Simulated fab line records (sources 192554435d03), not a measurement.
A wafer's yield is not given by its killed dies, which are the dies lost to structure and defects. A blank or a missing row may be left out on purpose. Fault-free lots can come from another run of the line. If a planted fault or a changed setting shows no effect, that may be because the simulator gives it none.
2 desks looking at one fault || flow n5Finfet || each desk holds nothing but its own numbers, with what lay behind them at the end

## TOOL OWNER'S DESK, euvScanner-01
The tool's own readings at N5_BEOL_M6_EXPOSE_25 (exposes mask V5, target cd 40 nm): means of the sampled wafers that have a number, for each lot that ran on this tool. The brackets show how far a lot's mean lies from the usual mean; more than 4 standard deviations puts the lot out of limits, marked OUT.
Columns: A = exposureDoseMJCm2 at N5_BEOL_M6_EXPOSE_25, usual 44.90
{"lot": "L989", "first seen here": "day 8 08:52", "A": 44.84}
{"lot": "L996", "first seen here": "day 10 11:21", "A": 44.87}
{"lot": "L100", "first seen here": "day 11 20:44", "A": 44.83}
{"lot": "L108", "first seen here": "day 13 14:22", "A": "38.67 (-67) OUT"}
{"lot": "L110", "first seen here": "day 14 10:44", "A": "39.83 (-55) OUT"}
Finding of this desk: L108, L110 out of limits; the first was L108 at day 13 14:22, on exposureDoseMJCm2 at N5_BEOL_M6_EXPOSE_25. Within limits: L989, L996, L100.

## METROLOGY DESK
Means of the sampled wafers that have a number, per lot and without regard to the tool the lot ran on: this is what the gauges read. The brackets show how far a lot's mean lies from the usual mean; more than 4 standard deviations puts the lot out of limits, marked OUT. Shown are 7 of the 11 readings it has, namely the first that went out of limits plus those furthest out on some lot.
Columns: A = DIBL_P at N5_BEOL_M4_RC_MEAS_101, usual 36.2 mV/V; B = IOFF_N at N5_BEOL_M4_RC_MEAS_101, usual 0.16 nA/um; C = IOFF_P at N5_BEOL_M4_RC_MEAS_101, usual 0.21 nA/um; D = ION_N at N5_BEOL_M4_RC_MEAS_101, usual 673 uA/um; E = VT_N at N5_BEOL_M4_RC_MEAS_101, usual 250 mV; F = VT_P at N5_BEOL_M4_RC_MEAS_101, usual -251 mV; G = cdNm at N5_BEOL_M6_CD_MEAS_28, usual 39.96 nm
{"lot": "L989", "first seen here": "day 7 14:49", "A": 36.7, "B": 0.16, "C": 0.20, "D": 665, "E": 252, "F": -252, "G": 40.04}
{"lot": "L990", "first seen here": "day 7 23:13", "A": 38.2, "B": 0.17, "C": 0.22, "D": 672, "E": 247, "F": -250, "G": 40.00}
{"lot": "L992", "first seen here": "day 8 07:13", "A": 40.2, "B": 0.25, "C": 0.31, "D": 699, "E": 241, "F": -244, "G": 39.86}
{"lot": "L996", "first seen here": "day 9 19:28", "A": 37.4, "B": 0.18, "C": 0.24, "D": 683, "E": 248, "F": -248, "G": 40.22}
{"lot": "L100", "first seen here": "day 11 00:17", "A": 33.5, "B": 0.12, "C": 0.18, "D": 661, "E": 252, "F": -252, "G": 39.76}
{"lot": "L108", "first seen here": "day 12 23:57", "A": 34.8, "B": 0.15, "C": 0.20, "D": 671, "E": 248, "F": -252, "G": "36.14 (-16) OUT"}
{"lot": "L110", "first seen here": "day 13 14:12", "A": 35.4, "B": 0.14, "C": 0.22, "D": 672, "E": 250, "F": -249, "G": "37.09 (-12) OUT"}
{"lot": "L111", "first seen here": "day 13 15:37", "A": 35.9, "B": 0.15, "C": 0.21, "D": 671, "E": 251, "F": -251, "G": 39.87}
Finding of this desk: L108, L110 out of limits; the first was L108 at day 13 14:30, on cdNm at N5_BEOL_M6_CD_MEAS_28. Within limits: L989, L990, L992, L996, L100, L111.

## BROUGHT TOGETHER
An alarm could have come from the tool owner's desk at day 13 14:22, on L108, L110.
Metrology desk: alarm possible at day 13 14:30 on L108, L110.
All the named lots went through N5_BEOL_M6_EXPOSE_25 on euvScanner-01.

## WHAT THE SIMULATOR HAD PUT IN
Process parameters drifting: euvScanner-01 at N5_BEOL_M6_EXPOSE_25, beginning at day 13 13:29. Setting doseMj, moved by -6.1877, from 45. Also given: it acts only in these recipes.
Struck lots among those shown: L108, L110.
Hours from the fault's start to each desk's first reading out of limits: the tool owner's desk, 1; the metrology desk, 1.
